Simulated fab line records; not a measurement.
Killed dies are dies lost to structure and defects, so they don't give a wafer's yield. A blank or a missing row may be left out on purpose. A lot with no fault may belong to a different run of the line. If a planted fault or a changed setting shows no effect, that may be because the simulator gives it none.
fab line records	flow n5Finfet	part 1 of 2: steps 1 to 19 of 28
[record] lots = 5	wafers = 15	lastDay = 17
route steps=1938 shown BEOL_M10@1503
lots untouched by any fault: they come from a run of this same line in which no faults occurred
startH: the number of hours between the record's first day and the start of the first shown wafer of the lot	waitH: hours elapsed since this lot's preceding step	" same as the row above	L1.1+2: a row that stands for several wafers	- no value, or no start was given	* or withheld: withheld	< > ~ a bound
route shown NAME@n: names a module that has steps shown in the file, with the first one's number in the route	usual: mean/standard deviation taken from wafers without a fault	same: alike in all rows	chamber/n: place in a boat	sites: each site's reading	_std_site: how widely they spread, as a standard deviation	_edge_site: the outer-site mean with the inner-site mean subtracted	radiusMm: for every site, how far away it sits from the centre of the wafer	mask NAME#n: copy n	behind: the last tool/chamber to shape the wafer	hold: reason for holding the lot/hours on hold/outcome of the hold	device: the transistor (n, p or np) that didn't switch	end of line: at the end of the route, the tests of the same wafers	step lacking rows: just its recipe	killed: the dies lost at the first sort to structure and to defects; this is not the yield of the wafer	map: the dies of a wafer, with x for killed, . for not killed, _ for no die there
set.NAME: setting as actually run; set.NAME@STEP: the setting as run at that earlier step	model.NAME: the simulator's own value behind a step, which no gauge read
lots at some steps of the route; a table a step, a row a wafer
services: the hour from which a tool's chamber was out of use, counted from the record's first day as startH (under 0 if before that day), plus the number of hours and why
[[steps]]
[step N5_BEOL_M10_OVL_MEAS_29]
[recipe] pointsPerWafer = 44
[usual] V9_OVL = 0.7/0.76
lot.wafer	tool	chamber	startH	waitH	V9_OVL[nm]
L079.1	overlay-01	0	247.49	0.0	1.2
L079.2	"	0	"	"	1.5
L079.5	"	0	"	"	2.2
L087.1	overlay-02	0	314.91	0.0	0.6
L087.2	"	0	"	"	1.2
L087.4	"	0	"	"	2.3
L088.2	overlay-01	0	317.86	0.0	0.0
L088.4	"	0	"	"	0.1
L088.6	"	0	"	"	-0.1
L089.1	overlay-02	0	320.25	0.0	1.4
L089.2	"	0	"	"	0.2
L089.4	"	0	"	"	0.5
L095.3	overlay-01	0	351.25	0.0	1.8
L095.4	"	0	"	"	0.4
L095.6	"	0	"	"	0.0
[step N5_BEOL_M10_INSPECT_30]
[recipe] mode = adi	inspectInstrument = brightfield
[usual] rawDefectCount = 415/90
lot.wafer	tool	chamber	startH	waitH	rawDefectCount
L079.1	defectInspect-01	-	247.51	0.0	355
L079.2	"	-	"	"	408
L079.5	"	-	"	"	429
L087.1	defectInspect-01	-	314.93	0.0	526
L087.2	"	-	"	"	370
L087.4	"	-	"	"	519
L088.2	defectInspect-01	-	317.88	0.0	300
L088.4	"	-	"	"	347
L088.6	"	-	"	"	314
L089.1	defectInspect-02	-	320.28	0.0	439
L089.2	"	-	"	"	324
L089.4	"	-	"	"	328
L095.3	defectInspect-02	-	351.28	0.0	388
L095.4	"	-	"	"	412
L095.6	"	-	"	"	405
[step N5_BEOL_M10_DESCUM_33]
[recipe] chemistry = O2	timeS = 7.9	sourcePowerW = 50	biasPowerW = 20	pressureMtorr = 20	rfFrequencyHz = 2.712e+07	tempC = 40	resist = CAR-ArF	o2FlowSccm = 225
[usual] drypumpMotorCurrentA = 5.7/0.34	oesProductAu = 0.81/0.086	rfVppV = 243.1/1.4	showerheadPlenumPTorr = 2.09/0.077	throttleValvePct = 20.29/0.11
lot.wafer	tool	chamber	startH	waitH	drypumpMotorCurrentA	oesProductAu	rfHoursCounterH	rfVppV	showerheadPlenumPTorr	throttleValvePct
L079.1	rieDiel-06	0	247.54	0.0	5.3	0.81	75	245.0	2.22	20.39
L079.2	"	2	"	"	5.7	0.88	39	241.3	2.03	20.22
L079.5	"	2	"	"	5.7	0.88	-	242.7	2.03	20.20
L087.1	rieDiel-06	2	314.97	0.0	5.7	0.84	65	243.3	2.02	20.24
L087.2	"	3	"	"	6.1	0.94	15	242.9	2.23	20.19
L087.4	"	0	"	"	5.3	0.77	100	243.6	2.21	20.43
L088.2	rieDiel-02	2	318.14	0.3	5.6	0.82	87	240.4	2.02	20.22
L088.4	"	0	"	"	5.9	0.68	215	244.5	2.16	20.31
L088.6	"	2	"	"	5.6	0.82	-	241.5	2.02	20.21
L089.1	rieDiel-02	3	320.36	0.1	5.2	0.69	238	245.7	2.15	20.34
L089.2	"	1	"	"	5.8	0.81	69	241.2	2.03	20.26
L089.4	"	2	"	"	5.7	0.81	88	241.2	2.02	20.23
L095.3	rieDiel-06	2	351.32	0.0	5.7	0.83	78	241.5	2.02	20.26
L095.4	"	1	"	"	5.6	0.69	231	243.1	2.06	20.40
L095.6	"	0	"	"	5.3	0.76	-	246.4	2.20	20.46
[step N5_BEOL_M10_ETCH_65]
[recipe] chemistry = CF4	target = SiARC	targetDepthA = 390	maskMaterial = CAR-ArF	timeS = 65	ionEnergyEv = 80	pressureMtorr = 40	sourceW = 545	biasW = 36	Ar_flow_sccm = 100	cf4FlowSccm = 100	ends = cleared
[usual] drypumpMotorCurrentA = 5.7/0.33	etchRfOnTimeS = 64.4/0.79	oesProductAu = 0.69/0.073	rfVppV = 184.1/1.2	showerheadPlenumPTorr = 2.14/0.071	throttleValvePct = 15.47/0.12
lot.wafer	tool	chamber	startH	waitH	drypumpMotorCurrentA	etchRfOnTimeS	oesProductAu	rfHoursCounterH	rfVppV	showerheadPlenumPTorr	throttleValvePct
L079.1	rieDiel-06	0	247.58	0.0	5.3	64.6	0.69	75	184.0	2.25	15.49
L079.2	"	2	"	"	5.7	63.9	0.76	39	184.1	2.09	15.40
L079.5	"	2	"	"	5.7	64.5	0.75	-	183.7	2.09	15.42
L087.1	rieDiel-06	2	315.00	0.0	5.7	63.1	0.72	65	182.0	2.08	15.46
L087.2	"	3	"	"	6.1	63.2	0.82	15	186.6	2.27	15.29
L087.4	"	0	"	"	5.3	63.5	0.68	100	184.7	2.25	15.53
L088.2	rieDiel-02	2	318.17	0.0	5.7	64.3	0.70	87	182.5	2.08	15.40
L088.4	"	0	"	"	5.9	64.6	0.59	215	184.4	2.20	15.48
L088.6	"	2	"	"	5.7	64.4	0.70	-	184.5	2.08	15.40
L089.1	rieDiel-02	3	320.40	0.0	5.2	63.7	0.60	238	185.1	2.20	15.63
L089.2	"	1	"	"	5.8	65.6	0.70	69	183.6	2.09	15.42
L089.4	"	2	"	"	5.6	63.8	0.70	88	183.6	2.08	15.40
L095.3	rieDiel-06	2	351.35	0.0	5.7	64.1	0.71	78	183.3	2.08	15.48
L095.4	"	1	"	"	5.6	65.4	0.60	231	182.6	2.11	15.64
L095.6	"	0	"	"	5.3	63.6	0.65	-	185.5	2.24	15.57
[step N5_BEOL_M10_ETCH_66]
[recipe] chemistry = N2/H2	target = SOC	targetDepthA = 1200	overetchA = 240	maskMaterial = SiARC	tempC = 40	timeS = 180	ionEnergyEv = 200	pressureMtorr = 30	sourceW = 840	biasW = 150	n2FlowSccm = 200	h2FlowSccm = 200
[usual] drypumpMotorCurrentA = 5.7/0.33	oesProductAu = 0.65/0.066	rfVppV = 523.9/2.6	showerheadPlenumPTorr = 2.54/0.091	throttleValvePct = 17.69/0.1
lot.wafer	tool	chamber	startH	waitH	drypumpMotorCurrentA	oesProductAu	rfHoursCounterH	rfVppV	showerheadPlenumPTorr	throttleValvePct
L079.1	rieDiel-06	0	247.63	0.0	5.3	0.65	75	528.5	2.69	17.74
L079.2	"	2	"	"	5.7	0.70	39	521.2	2.48	17.60
L079.5	"	2	"	"	5.7	0.70	-	521.6	2.48	17.60
L087.1	rieDiel-06	2	315.05	0.0	5.8	0.68	65	522.3	2.47	17.63
L087.2	"	3	"	"	6.2	0.76	15	529.7	2.72	17.70
L087.4	"	0	"	"	5.3	0.63	100	526.5	2.68	17.81
L088.2	rieDiel-02	2	318.22	0.0	5.7	0.65	87	522.8	2.47	17.69
L088.4	"	0	"	"	5.9	0.55	215	525.2	2.61	17.69
L088.6	"	2	"	"	5.7	0.65	-	523.0	2.47	17.69
L089.1	rieDiel-02	3	320.45	0.0	5.2	0.56	238	526.2	2.62	17.79
L089.2	"	1	"	"	5.9	0.66	69	521.5	2.47	17.68
L089.4	"	2	"	"	5.7	0.66	88	520.8	2.47	17.69
L095.3	rieDiel-06	2	351.40	0.0	5.7	0.67	78	521.9	2.46	17.66
L095.4	"	1	"	"	5.6	0.56	231	522.4	2.50	17.70
L095.6	"	0	"	"	5.3	0.62	-	527.7	2.67	17.84
[step N5_BEOL_M10_STRIP_69]
[recipe] chemistry = N2/H2	tempC = 40	n2FlowSccm = 200	h2FlowSccm = 200	rfFrequencyHz = 6e+07
lot.wafer	tool	chamber	startH	waitH
L079.1+2+5	rieDiel-06	0,2,2	247.74	0.1
L087.1+2+4	rieDiel-06	2,3,0	315.16	0.1
L088.2+4+6	rieDiel-02	2,0,2	318.34	0.1
L089.1+2+4	rieDiel-02	3,1,2	320.56	0.1
L095.3+4+6	rieDiel-06	2,1,0	351.52	0.1
[step N5_BEOL_M10_VIA_ETCH_34]
[recipe] chemistry = C4F6/O2	target = SiCOH_lowk	targetDepthA = 1845	maskMaterial = SOC	taperDeg = 4	timeS = 69.2	ionEnergyEv = 250	pressureMtorr = 30	sourceW = 345	biasW = 185	Ar_flow_sccm = 300	C4F6_flow_sccm = 10	O2_flow_sccm = 10
[usual] drypumpMotorCurrentA = 5.7/0.34	oesProductAu = 0.81/0.086	rfVppV = 665/4.3	showerheadPlenumPTorr = 2.85/0.097	throttleValvePct = 20.77/0.11
lot.wafer	tool	chamber	startH	waitH	drypumpMotorCurrentA	oesProductAu	rfHoursCounterH	rfVppV	showerheadPlenumPTorr	throttleValvePct
L079.1	rieDiel-06	0	247.75	0.0	5.3	0.81	75	665	3.01	20.87
L079.2	"	2	"	"	5.7	0.88	39	657	2.78	20.74
L079.5	"	2	"	"	5.7	0.88	-	656	2.78	20.74
L087.1	rieDiel-06	2	315.17	0.0	5.7	0.84	65	657	2.77	20.78
L087.2	"	3	"	"	6.2	0.95	15	666	3.02	20.66
L087.4	"	0	"	"	5.3	0.78	100	665	3.00	20.92
L088.2	rieDiel-02	2	318.35	0.0	5.7	0.81	87	663	2.76	20.71
L088.4	"	0	"	"	5.9	0.68	215	673	2.93	20.72
L088.6	"	2	"	"	5.7	0.82	-	662	2.76	20.70
L089.1	rieDiel-02	3	320.57	0.0	5.2	0.69	238	668	2.93	20.90
L089.2	"	1	"	"	5.8	0.81	69	661	2.77	20.73
L089.4	"	2	"	"	5.7	0.80	88	662	2.76	20.72
L095.3	rieDiel-06	2	351.53	0.0	5.7	0.82	78	655	2.76	20.79
L095.4	"	1	"	"	5.6	0.69	231	664	2.80	20.81
L095.6	"	0	"	"	5.3	0.76	-	664	2.99	20.92
[step N5_BEOL_M10_STRIP_73]
[recipe] chemistry = C4F6/O2	resist = SiARC	rfFrequencyHz = 6e+07
lot.wafer	tool	chamber	startH	waitH
L079.1+2+5	rieDiel-06	0,2,2	247.81	0.0
L087.1+2+4	rieDiel-06	2,3,0	315.23	0.0
L088.2+4+6	rieDiel-02	2,0,2	318.40	0.0
L089.1+2+4	rieDiel-02	3,1,2	320.62	0.0
L095.3+4+6	rieDiel-06	2,1,0	351.58	0.0
[step N5_BEOL_M10_STRIP_36]
[recipe] chemistry = N2/H2	powerW = 450	tempC = 40	pressureMtorr = 20	rfFrequencyHz = 6e+07	overashFraction = 0.3	biasPowerW = 7	h2Frac = 0.5	n2FlowSccm = 200	h2FlowSccm = 200
[usual] drypumpMotorCurrentA = 5.7/0.34	oesProductAu = 0.81/0.085	rfVppV = 59.4/1.8	showerheadPlenumPTorr = 2.54/0.091	throttleValvePct = 23.53/0.15
lot.wafer	tool	chamber	startH	waitH	drypumpMotorCurrentA	oesProductAu	rfHoursCounterH	rfVppV	showerheadPlenumPTorr	throttleValvePct
L079.1	rieDiel-06	0	247.82	0.0	5.3	0.82	75	61.3	2.69	23.65
L079.2	"	2	"	"	5.7	0.88	39	57.8	2.47	23.43
L079.5	"	2	"	"	5.7	0.85	-	58.5	2.47	23.37
L087.1	rieDiel-06	2	315.24	0.0	5.7	0.86	65	58.4	2.46	23.44
L087.2	"	3	"	"	6.2	0.95	15	57.4	2.71	23.73
L087.4	"	0	"	"	5.3	0.78	100	60.4	2.67	23.70
L088.2	rieDiel-02	2	318.41	0.0	5.6	0.81	87	61.3	2.46	23.58
L088.4	"	0	"	"	5.9	0.68	215	57.0	2.61	23.53
L088.6	"	2	"	"	5.6	0.82	-	56.2	2.46	23.59
L089.1	rieDiel-02	3	320.63	0.0	5.2	0.70	238	62.8	2.61	23.44
L089.2	"	1	"	"	5.9	0.83	69	58.3	2.47	23.62
L089.4	"	2	"	"	5.7	0.82	88	57.2	2.46	23.55
L095.3	rieDiel-06	2	351.59	0.0	5.7	0.82	78	59.8	2.46	23.51
L095.4	"	1	"	"	5.6	0.70	231	57.0	2.50	23.36
L095.6	"	0	"	"	5.3	0.77	-	59.1	2.67	23.66
[step N5_BEOL_M10_TRENCH_ETCH_37]
[recipe] chemistry = C4F6/O2	targetDepthA = 1488.3	target = SiCOH_lowk	timeS = 48	ionEnergyEv = 250	pressureMtorr = 30	sourceW = 345	biasW = 185	Ar_flow_sccm = 300	C4F6_flow_sccm = 10	O2_flow_sccm = 10
[usual] drypumpMotorCurrentA = 5.7/0.34	oesProductAu = 0.81/0.086	rfVppV = 665/4.3	showerheadPlenumPTorr = 2.85/0.097	throttleValvePct = 20.80/0.11
lot.wafer	tool	chamber	startH	waitH	drypumpMotorCurrentA	oesProductAu	rfHoursCounterH	rfVppV	showerheadPlenumPTorr	throttleValvePct
L079.1	rieDiel-06	0	-	-	5.3	0.80	75	666	3.01	20.91
L079.2	"	2	"	"	5.7	0.87	39	655	2.78	20.77
L079.5	"	2	"	"	5.7	0.88	-	656	2.78	20.78
L087.1	rieDiel-06	2	-	-	5.7	0.84	65	656	2.77	20.81
L087.2	"	3	"	"	6.2	0.96	15	669	3.02	20.66
L087.4	"	0	"	"	5.3	0.78	100	666	3.00	20.94
L088.2	rieDiel-02	2	-	-	5.6	0.82	87	662	2.76	20.74
L088.4	"	0	"	"	5.9	0.69	215	672	2.93	20.73
L088.6	"	2	"	"	5.6	0.82	-	662	2.76	20.74
L089.1	rieDiel-02	3	-	-	5.2	0.70	238	668	2.93	20.92
L089.2	"	1	"	"	5.9	0.83	69	662	2.77	20.77
L089.4	"	2	"	"	5.7	0.82	88	662	2.76	20.73
L095.3	rieDiel-06	2	-	-	5.7	0.82	78	657	2.76	20.83
L095.4	"	1	"	"	5.6	0.69	231	665	2.80	20.85
L095.6	"	0	"	"	5.3	0.77	-	666	2.99	20.95
[step N5_BEOL_M10_ETCH_41]
[recipe] chemistry = CH3F/O2	target = SiCN	targetDepthA = 426	taperDeg = 2	timeS = 86	ionEnergyEv = 120	maskMaterial = TiN	pressureMtorr = 30	sourceW = 395	biasW = 75	Ar_flow_sccm = 150	CH3F_flow_sccm = 30	O2_flow_sccm = 20
[usual] drypumpMotorCurrentA = 5.7/0.34	oesProductAu = 0.81/0.085	rfVppV = 297.4/1.7	showerheadPlenumPTorr = 2.00/0.071	throttleValvePct = 16.18/0.12
lot.wafer	tool	chamber	startH	waitH	drypumpMotorCurrentA	oesProductAu	rfHoursCounterH	rfVppV	showerheadPlenumPTorr	throttleValvePct
L079.1	rieDiel-06	0	-	-	5.3	0.81	75	299.5	2.12	16.26
L079.2	"	2	"	"	5.7	0.88	39	296.3	1.95	16.13
L079.5	"	2	"	"	5.7	0.88	-	295.9	1.95	16.14
L087.1	rieDiel-06	2	-	-	5.7	0.83	65	295.6	1.94	16.16
L087.2	"	3	"	"	6.1	0.96	15	299.1	2.13	15.99
L087.4	"	0	"	"	5.3	0.78	100	298.2	2.11	16.29
L088.2	rieDiel-02	2	-	-	5.6	0.81	87	296.6	1.94	16.11
L088.4	"	0	"	"	5.9	0.68	216	298.9	2.06	16.17
L088.6	"	2	"	"	5.6	0.82	-	296.2	1.94	16.13
L089.1	rieDiel-02	3	-	-	5.2	0.69	238	297.9	2.06	16.37
L089.2	"	1	"	"	5.8	0.82	70	295.4	1.94	16.15
L089.4	"	2	"	"	5.7	0.82	88	296.1	1.94	16.16
L095.3	rieDiel-06	2	-	-	5.7	0.83	78	295.7	1.94	16.20
L095.4	"	1	"	"	5.6	0.69	231	297.3	1.97	16.33
L095.6	"	0	"	"	5.3	0.77	-	299.6	2.10	16.33
[step N5_BEOL_M10_STRIP_77]
[recipe] chemistry = N2/H2	timeS = 10	powerW = 450	tempC = 40	pressureMtorr = 20	rfFrequencyHz = 6e+07	biasPowerW = 7	n2FlowSccm = 200	h2FlowSccm = 200
[usual] drypumpMotorCurrentA = 5.7/0.34	oesProductAu = 0.81/0.086	rfVppV = 59.1/0.95	showerheadPlenumPTorr = 2.54/0.091	throttleValvePct = 23.53/0.15
lot.wafer	tool	chamber	startH	waitH	drypumpMotorCurrentA	oesProductAu	rfHoursCounterH	rfVppV	showerheadPlenumPTorr	throttleValvePct
L079.1	rieDiel-06	0	-	-	5.3	0.81	75	58.3	2.69	23.65
L079.2	"	2	"	"	5.7	0.89	40	58.8	2.47	23.41
L079.5	"	2	"	"	5.7	0.88	-	58.6	2.47	23.41
L087.1	rieDiel-06	2	-	-	5.7	0.83	65	59.0	2.46	23.46
L087.2	"	3	"	"	6.2	0.95	15	60.4	2.71	23.72
L087.4	"	0	"	"	5.3	0.78	100	60.5	2.68	23.67
L088.2	rieDiel-02	2	-	-	5.7	0.82	87	59.9	2.46	23.56
L088.4	"	0	"	"	5.9	0.68	216	58.6	2.61	23.52
L088.6	"	2	"	"	5.7	0.83	-	60.8	2.46	23.57
L089.1	rieDiel-02	3	-	-	5.2	0.70	238	59.3	2.61	23.46
L089.2	"	1	"	"	5.8	0.82	70	58.0	2.47	23.57
L089.4	"	2	"	"	5.7	0.81	88	59.4	2.46	23.57
L095.3	rieDiel-06	2	-	-	5.7	0.82	78	58.0	2.46	23.47
L095.4	"	1	"	"	5.6	0.70	231	59.1	2.50	23.36
L095.6	"	0	"	"	5.3	0.76	-	59.9	2.67	23.70
[step N5_BEOL_M10_OCD_MEAS_38]
[usual] trenchDepthNm = 149.5/1.8
lot.wafer	tool	chamber	startH	waitH	trenchDepthNm
L079.1	ocd-02	-	248.04	-	148.7
L079.2	"	-	"	"	148.8
L079.5	"	-	"	"	148.9
L087.1	ocd-02	-	315.46	-	150.3
L087.2	"	-	"	"	151.6
L087.4	"	-	"	"	150.2
L088.2	ocd-02	-	318.63	-	153.1
L088.4	"	-	"	"	149.5
L088.6	"	-	"	"	151.6
L089.1	ocd-02	-	320.85	-	149.2
L089.2	"	-	"	"	150.7
L089.4	"	-	"	"	150.8
L095.3	ocd-01	-	351.81	-	149.7
L095.4	"	-	"	"	145.9
L095.6	"	-	"	"	150.5
[step N5_BEOL_M10_HM_STRIP_39]
[recipe] chemistry = peroxideTinStrip	material = TiN	targetDepthA = 250	tempC = 50	timeS = 158
lot.wafer	tool	chamber	startH	waitH
L079.1+2+5	wetBench-04	7,1,5	248.07	0.0
L087.1+2+4	wetBench-04	7,3,2	315.49	0.0
L088.2+4+6	wetBench-03	6,4,3	318.67	0.0
L089.1+2+4	wetBench-05	7,6,1	320.89	0.0
L095.3+4+6	wetBench-04	4,3,6	351.84	0.0
[step N5_BEOL_M10_SRD_40]
[recipe] timeS = 30	tempC = 23	rinseLiquid = diw	dry = ipaMarangoni
lot.wafer	tool	chamber	startH	waitH
L079.1+2+5	wetBench-04	7,1,5	248.12	0.0
L087.1+2+4	wetBench-04	7,3,2	315.54	0.0
L088.2+4+6	wetBench-03	6,4,3	318.71	0.0
L089.1+2+4	wetBench-05	7,6,1	320.94	0.0
L095.3+4+6	wetBench-04	4,3,6	351.89	0.0
[step N5_BEOL_M10_PRECLEAN_42]
[recipe] chemistry = residueRemover	timeS = 60	tempC = 40
lot.wafer	tool	chamber	startH	waitH
L079.1+2+5	wetBench-04	7,1,5	248.13	0.0
L087.1+2+4	wetBench-04	7,3,2	315.56	0.0
L088.2+4+6	wetBench-03	6,4,3	318.73	0.0
L089.1+2+4	wetBench-05	7,6,1	320.96	0.0
L095.3+4+6	wetBench-04	4,3,6	351.91	0.0
[step N5_BEOL_M10_SRD_43]
[recipe] timeS = 30	tempC = 23	rinseLiquid = diw	dry = ipaMarangoni
lot.wafer	tool	chamber	startH	waitH
L079.1+2+5	wetBench-04	7,1,5	248.15	0.0
L087.1+2+4	wetBench-04	7,3,2	315.57	0.0
L088.2+4+6	wetBench-03	6,4,3	318.75	0.0
L089.1+2+4	wetBench-05	7,6,1	320.97	0.0
L095.3+4+6	wetBench-04	4,3,6	351.93	0.0
[step N5_BEOL_M10_CD_MEAS_35]
[recipe] targetCdNm = 70	polarity = opening
[usual] cdNm = 70.0/0.48
lot.wafer	tool	chamber	startH	waitH	cdNm
L079.1	cdSem-03	-	248.19	0.0	69.7
L079.2	"	-	"	"	69.3
L079.5	"	-	"	"	70.4
L087.1	cdSem-01	-	315.61	0.0	71.0
L087.2	"	-	"	"	70.1
L087.4	"	-	"	"	70.3
L088.2	cdSem-01	-	318.79	0.0	70.3
L088.4	"	-	"	"	70.4
L088.6	"	-	"	"	69.9
L089.1	cdSem-01	-	321.02	0.0	69.8
L089.2	"	-	"	"	69.8
L089.4	"	-	"	"	69.7
L095.3	cdSem-02	-	351.98	0.0	69.9
L095.4	"	-	"	"	70.1
L095.6	"	-	"	"	70.1
[step N5_BEOL_M10_CURE_72]
[recipe] tempC = 370	timeS = 120	ambient = DMADMS/He	material = SiCOH_lowk
[usual] lampPowerPct = 52.31/0.052	wafer_temp_C_max = 371.9/0.64
lot.wafer	tool	chamber	startH	waitH	lampPowerPct	wafer_temp_C_max
L079.1	uvCure-02	2	248.23	0.0	52.22	371.4
L079.2	"	2	"	"	52.39	371.6
L079.5	"	2	"	"	52.27	371.6
L087.1	uvCure-02	0	315.65	0.0	52.41	372.1
L087.2	"	0	"	"	52.35	372.2
L087.4	"	0	"	"	52.24	372.5
L088.2	uvCure-03	2	319.24	0.5	52.40	371.1
L088.4	"	2	"	"	52.24	371.5
L088.6	"	2	"	"	52.32	371.4
L089.1	uvCure-01	2	321.07	0.1	52.34	371.8
L089.2	"	2	"	"	52.25	372.2
L089.4	"	2	"	"	52.32	372.4
L095.3	uvCure-03	1	352.11	0.1	52.30	372.5
L095.4	"	1	"	"	52.39	372.9
L095.6	"	1	"	"	52.31	372.9
